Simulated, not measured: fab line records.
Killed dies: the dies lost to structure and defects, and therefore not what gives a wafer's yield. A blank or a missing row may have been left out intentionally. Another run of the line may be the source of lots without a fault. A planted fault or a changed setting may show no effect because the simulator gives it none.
Matching of chambers	flow nandHarc	NHARC_A_BONDPAD_DEP_00 on pecvd-01 has 3 sister chambers
The step deposits SiCN, target thk 250 nm. 3 wafers are shown with their chamber, then 12 later ones without.

== WAFERS PAIRED WITH THEIR CHAMBERS ==
wafer	chamber	heaterPowerW (W)
L085.6	1	691
L091.4	0	552
L091.6	2	614

== WAFERS MISSING THEIR CHAMBER ==
wafer	heaterPowerW (W)
L093.1	701
L093.4	510
L093.6	621
L094.1	535
L094.4	532
L094.5	806
L097.3	571
L097.4	556
L097.6	518
L097.1	512
L097.2	650
L097.5	686

== WHICH CHAMBER EACH WENT THROUGH ==
wafer	from the rows above	in truth
L093.1	can't be placed: 1 or 2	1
L093.4	can't be placed: 0 or 2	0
L093.6	can't be placed: 2 or 0 or 1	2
L094.1	can't be placed: 0 or 2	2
L094.4	can't be placed: 0 or 2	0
L094.5	can't be placed: 1 or 2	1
L097.3	can't be placed: 0 or 2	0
L097.4	can't be placed: 0 or 2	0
L097.6	can't be placed: 0 or 2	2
L097.1	can't be placed: 0 or 2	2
L097.2	can't be placed: 2 or 1 or 0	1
L097.5	can't be placed: 1 or 2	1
Correctly placed: 0 of 12. From these rows, 12 cannot be placed; in 12 the true chamber is one of the candidates. Placed wrongly: 0.
How it was worked out, from the rows above alone: a wafer's distance from a chamber is the root of the sum, over the readings, of the square of ((its reading less the chamber's mean) divided by the reading's scatter). If the next closest chamber is less than 2 further off than the closest, the wafer can't be placed; otherwise it belongs to the closest. A chamber's mean is the mean of its shown wafers. The scatter (one wafer shown for each chamber): square how far every hidden wafer sits from the nearest shown wafer, average those squares and take the square root.
